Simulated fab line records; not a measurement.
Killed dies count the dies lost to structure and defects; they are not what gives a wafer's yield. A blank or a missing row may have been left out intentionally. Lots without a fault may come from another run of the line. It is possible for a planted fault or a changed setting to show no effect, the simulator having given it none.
Which tool was responsible? + flow n5Finfet + 30 wafers from 10 lots sampled at 5 of the route's 1938 steps

== WHAT EACH GAUGE READ, for each wafer ==
N5_BEOL_M4_RC_MEAS_101.
| lot  | measured     | on        | DIBL_N (mV/V)  |
|------|--------------|-----------|----------------|
| L213 | day 8 10:20  | prober-02 | 32.9 35.1 33.6 |
| L216 | day 9 08:10  | prober-01 | 34.8 33.5 34.9 |
| L217 | day 9 14:32  | prober-01 | 36.8 37.4 37.0 |
| L218 | day 9 16:22  | prober-02 | 36.9 37.0 35.6 |
| L223 | day 11 14:23 | prober-02 | 35.7 36.0 35.3 |
| L224 | day 11 17:46 | prober-01 | 35.7 33.8 35.4 |
| L226 | day 11 22:40 | prober-02 | 34.6 34.3 36.5 |
| L229 | day 12 13:53 | prober-01 | 36.2 35.1 35.8 |
| L233 | day 13 16:11 | prober-01 | 38.4 36.4 35.9 |
| L234 | day 13 21:23 | prober-01 | 35.9 35.8 37.3 |

== EACH LOT AND THE TOOL THAT RAN IT (in order: tool; ch and the chambers of the sampled wafers; start) ==
| lot  | N5_HKMG_FIN_IL_REGROW_00       | N5_BEOL_M4_SPUTTER_81       | N5_BEOL_M4_ANNEAL_82        | N5_BEOL_M4_SPUTTER_88       |
|------|--------------------------------|-----------------------------|-----------------------------|-----------------------------|
| L213 | aldHk-02 ch 0,1,3, day 3 20:26 | pvdSputter-01, day 8 07:52  | pvdSputter-01, day 8 07:57  | pvdSputter-01, day 8 08:19  |
| L216 | aldHk-02 ch 0,3, day 4 13:43   | pvdSputter-02, day 9 05:44  | pvdSputter-02, day 9 05:49  | pvdSputter-02, day 9 06:11  |
| L217 | aldHk-03 ch 0,1,3, day 4 23:04 | pvdSputter-02, day 9 09:43  | pvdSputter-02, day 9 09:48  | pvdSputter-02, day 9 10:10  |
| L218 | aldHk-02 ch 0,1,3, day 5 02:21 | pvdSputter-02, day 9 13:39  | pvdSputter-02, day 9 13:44  | pvdSputter-02, day 9 14:05  |
| L223 | aldHk-02 ch 1,2,3, day 6 11:49 | pvdSputter-03, day 11 11:42 | pvdSputter-03, day 11 11:47 | pvdSputter-03, day 11 12:08 |
| L224 | aldHk-02 ch 0,1,3, day 6 20:21 | pvdSputter-01, day 11 15:12 | pvdSputter-01, day 11 15:17 | pvdSputter-01, day 11 15:38 |
| L226 | aldHk-01 ch 0,2,3, day 7 04:06 | pvdSputter-01, day 11 19:56 | pvdSputter-01, day 11 20:01 | pvdSputter-01, day 11 20:22 |
| L229 | aldHk-01 ch 1,2,3, day 8 02:38 | pvdSputter-02, day 12 11:28 | pvdSputter-02, day 12 11:32 | pvdSputter-02, day 12 11:54 |
| L233 | aldHk-02 ch 0,1,2, day 8 22:05 | pvdSputter-03, day 13 07:41 | pvdSputter-03, day 13 07:46 | pvdSputter-03, day 13 08:07 |
| L234 | aldHk-02 ch 0,1,3, day 9 04:53 | pvdSputter-01, day 13 18:35 | pvdSputter-01, day 13 18:40 | pvdSputter-01, day 13 19:02 |
- N5_HKMG_FIN_IL_REGROW_00: material SiO2, chemistry O3, target thk 0.75 nm, time 30 s.
- N5_BEOL_M4_SPUTTER_81: material Cu, target thk 4.5 nm, time 8.29 s.
- N5_BEOL_M4_ANNEAL_82: time 240 s.
- N5_BEOL_M4_SPUTTER_88: material Cu, target thk 4.5 nm, time 8.29 s.

== THE ANSWER, worked out from the rows above alone ==
Rule: the lots themselves supply what counts as usual. Put in order of their means at a reading, lots are off if they are a third of the lots or fewer, leave a main group of 4 or more, and stand apart from it by a gap of 3 or more times the standard deviation of the main group's means; of several such gaps the widest counts. Not used: any main group whose means are identical at the precision the tables above print for the reading. Also off: a lot with no number at a reading for which 4 or more lots have one. Where the step has rows for the other lots, those lots are counted as sound.
No lot is off at any reading shown: from this, nothing can be told.

== WHAT HAD BEEN PUT IN BY THE SIMULATOR ==
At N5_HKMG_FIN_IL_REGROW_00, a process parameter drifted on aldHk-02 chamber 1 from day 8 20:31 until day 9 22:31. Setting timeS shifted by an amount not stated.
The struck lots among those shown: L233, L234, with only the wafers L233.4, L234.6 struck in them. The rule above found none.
